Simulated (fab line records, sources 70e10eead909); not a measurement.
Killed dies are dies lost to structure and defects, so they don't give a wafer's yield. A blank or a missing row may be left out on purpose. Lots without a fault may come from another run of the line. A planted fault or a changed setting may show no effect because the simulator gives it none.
Chamber matching | flow nand_harc | NHARC_A_STAIRCASE_ETCH_444 on rie_diel-03: 4 sister chambers
The step etches the open film in C4F8/O2, target depth 20400 nm, time 6800 s. 4 wafers are shown with their chamber, then 7 later ones without.

WAFERS WITH THEIR CHAMBER
wafer  | chamber | rf_vpp_V (V)
L083.4 | 2       | 799
L088.3 | 1       | 811
L092.1 | 3       | 806
L092.4 | 0       | 809

WAFERS WITHOUT THEIR CHAMBER
wafer  | rf_vpp_V (V)
L092.5 | 800
L093.2 | 806
L093.4 | 811
L093.5 | 808
L094.2 | 808
L094.4 | 798
L094.5 | 807

WHICH CHAMBER EACH WENT THROUGH
wafer  | from the rows above     | in truth
L092.5 | 2                       | 2
L093.2 | 3                       | 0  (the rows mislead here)
L093.4 | 1                       | 1
L093.5 | can't be placed: 0 or 3 | 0
L094.2 | can't be placed: 0 or 3 | 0
L094.4 | 2                       | 2
L094.5 | can't be placed: 3 or 0 | 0
Placed correctly: 3 of 7. Can't be placed from these rows: 3 (the true chamber is among the candidates in 3). Placed wrongly: 1.
How it was worked out, from the rows above alone: a wafer's distance from a chamber is the root of the sum, over the readings, of the square of ((its reading less the chamber's mean) divided by the reading's scatter). The wafer belongs to the nearest chamber; if the next one is less than 2 further off, it can't be placed. A chamber's mean is the mean of its shown wafers. The scatter: with one shown wafer a chamber, the root of the mean of the squares of how far each hidden wafer lies from its nearest shown one.
